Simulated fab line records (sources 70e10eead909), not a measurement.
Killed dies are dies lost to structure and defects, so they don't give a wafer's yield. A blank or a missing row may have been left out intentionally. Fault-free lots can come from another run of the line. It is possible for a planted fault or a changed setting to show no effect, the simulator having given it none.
Chamber matching | flow nandHarc | NHARC_P_BONDPAD_STRIP_15 on rieDiel-04: 4 sister chambers
The step strips in O2. 4 wafers are shown with their chamber, then 12 later ones without.

EACH WAFER AND ITS CHAMBER
wafer  | chamber | showerheadPlenumPTorr (Torr)
L089.4 | 3       | 3.59
L091.2 | 0       | 3.77
L091.3 | 2       | 3.59
L091.5 | 1       | 3.59

WAFERS WITHOUT THEIR CHAMBER
wafer  | showerheadPlenumPTorr (Torr)
L094.2 | 3.77
L094.3 | 3.59
L094.5 | 3.77
L095.1 | 3.58
L095.3 | 3.77
L095.5 | 3.59
L096.3 | 3.58
L096.5 | 3.58
L096.6 | 3.77
L097.1 | 3.59
L097.5 | 3.59
L097.6 | 3.77

WHICH CHAMBER EACH ONE RAN IN
wafer  | from the rows above          | in truth
L094.2 | 0                            | 0
L094.3 | can't be placed: 1 or 2 or 3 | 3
L094.5 | 0                            | 0
L095.1 | can't be placed: 1 or 2 or 3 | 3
L095.3 | 0                            | 0
L095.5 | can't be placed: 1 or 2 or 3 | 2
L096.3 | can't be placed: 1 or 2 or 3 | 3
L096.5 | can't be placed: 1 or 2 or 3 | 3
L096.6 | 0                            | 0
L097.1 | can't be placed: 1 or 2 or 3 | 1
L097.5 | can't be placed: 1 or 2 or 3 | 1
L097.6 | 0                            | 0
Correct placement for 5 of the 12. These rows do not allow placing 7 (true chamber among the candidates in 7). 0 placed wrongly.
How it was worked out, from the rows above alone: a wafer's distance from a chamber is the root of the sum, over the readings, of the square of ((its reading less the chamber's mean) divided by the reading's scatter). If the next closest chamber is less than 2 further off than the closest, the wafer can't be placed; otherwise it belongs to the closest. Each chamber's mean is taken over the wafers shown for it. The scatter: with one shown wafer a chamber, the root of the mean of the squares of how far each hidden wafer lies from its nearest shown one.
